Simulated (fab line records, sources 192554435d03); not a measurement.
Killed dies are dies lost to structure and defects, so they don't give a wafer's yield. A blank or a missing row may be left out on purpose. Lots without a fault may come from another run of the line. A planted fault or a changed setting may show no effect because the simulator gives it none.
Chamber matching | flow n5_finfet | N5_BEOL_M11_ILD_DEP_00 on pecvd-03: 3 sister chambers
The step deposits SiCOH lowk from DEMS/porogen, target thk 308.51 nm, time 58 s. 6 wafers are shown with their chamber, then 9 later ones without.

WAFERS WITH THEIR CHAMBER
wafer  | chamber | throttle_valve_pct (%) | heater_power_w (W)
L082.2 | 1       | 14.8                   | 301
L082.6 | 1       | 14.7                   | 311
L080.4 | 0       | 13.5                   | 373
L088.3 | 2       | 14.3                   | 217
L088.5 | 0       | 13.7                   | 366
L088.6 | 2       | 14.2                   | 224

WAFERS WITHOUT THEIR CHAMBER
wafer  | throttle_valve_pct (%) | heater_power_w (W)
L086.3 | 14.2                   | 168
L086.4 | 13.7                   | 346
L086.5 | 14.1                   | 182
L089.2 | 14.1                   | 194
L089.3 | 14.3                   | 206
L089.5 | 14.0                   | 213
L092.3 | 13.4                   | 343
L092.5 | 13.2                   | 356
L092.6 | 14.1                   | 190

WHICH CHAMBER EACH WENT THROUGH
wafer  | from the rows above | in truth
L086.3 | 2                   | 2
L086.4 | 0                   | 0
L086.5 | 2                   | 2
L089.2 | 2                   | 2
L089.3 | 2                   | 2
L089.5 | 2                   | 2
L092.3 | 0                   | 0
L092.5 | 0                   | 0
L092.6 | 2                   | 2
Placed correctly: 9 of 9. Can't be placed from these rows: 0. Placed wrongly: 0.
How it was worked out, from the rows above alone: a wafer's distance from a chamber is the root of the sum, over the readings, of the square of ((its reading less the chamber's mean) divided by the reading's scatter). The wafer belongs to the nearest chamber; if the next one is less than 2 further off, it can't be placed. A chamber's mean is the mean of its shown wafers. The scatter: the root of (the sum of the squares of (reading less its chamber's mean) over the shown wafers, divided by (wafers less chambers)).
